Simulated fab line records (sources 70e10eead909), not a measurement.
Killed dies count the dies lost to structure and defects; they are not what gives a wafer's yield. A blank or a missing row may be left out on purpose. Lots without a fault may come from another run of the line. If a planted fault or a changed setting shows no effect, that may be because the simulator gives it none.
Chamber matching | flow nandHarc | NHARC_P_M2_CMP_23 on cmp-02: 4 sister chambers
The step polishes, t overpolish 20 s, target thk 144.3 nm. 16 wafers are shown with their chamber, then 8 later ones without.

## WAFERS WITH THEIR CHAMBER
wafer  | chamber | motorCurrentA (A) | timeToEndpointS (s)
L074.2 | 0       | 12.4              | 29.6
L074.3 | 1       | 10.9              | 29.7
L074.6 | 3       | 10.8              | 31.9
L079.1 | 3       | 11.1              | 27.4
L079.3 | 2       | 13.6              | 29.2
L079.4 | 0       | 12.6              | 25.6
L080.2 | 1       | 11.2              | 28.4
L080.4 | 3       | 10.0              | 27.2
L080.6 | 1       | 10.8              | 31.5
L083.2 | 3       | 11.0              | 27.3
L083.4 | 2       | 14.0              | 28.6
L083.5 | 1       | 11.4              | 29.3
L085.2 | 2       | 13.9              | 26.0
L085.3 | 0       | 12.5              | 26.3
L085.4 | 1       | 11.1              | 26.7
L088.3 | 3       | 11.2              | 28.4

SIGNATURES (means of the wafers above)
reading         | chamber 0 | chamber 1 | chamber 2 | chamber 3 | scatter within a chamber
motorCurrentA   | 12.500    | 11.080    | 13.833    | 10.820    | 0.324
timeToEndpointS | 27.167    | 29.120    | 27.933    | 28.440    | 1.9
Rule: a wafer's distance from a chamber is the root of the sum, over the readings, of the square of ((its reading less the chamber's mean) divided by the reading's scatter). The wafer belongs to the nearest chamber; if the next one is less than 2 further off, it can't be placed. The scatter is the square root of a quotient: the sum, over the shown wafers, of each reading's squared deviation from its chamber's mean, divided by wafers minus chambers.

## WAFERS WHOSE CHAMBER IS MISSING
wafer  | motorCurrentA (A) | timeToEndpointS (s)
L088.4 | 12.6              | 27.4
L088.6 | 14.0              | 28.9
L090.2 | 10.6              | 26.6
L090.3 | 12.0              | 28.0
L090.5 | 11.5              | 30.4
L091.3 | 11.5              | 26.8
L091.4 | 12.3              | 23.7
L091.6 | 11.5              | 24.3

## WHICH CHAMBER EACH ONE RAN IN
wafer  | from the rows above          | in truth
L088.4 | 0                            | 0
L088.6 | 2                            | 2
L090.2 | can't be placed: 3 or 1      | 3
L090.3 | can't be placed: 0 or 1      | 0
L090.5 | can't be placed: 1 or 3      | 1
L091.3 | can't be placed: 1 or 3 or 0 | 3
L091.4 | 0                            | 0
L091.6 | can't be placed: 1 or 3 or 0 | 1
Correctly placed: 3 of 8. Cannot be placed on the basis of these rows: 5; the candidates contain the true chamber in 5. Wrongly placed: 0.
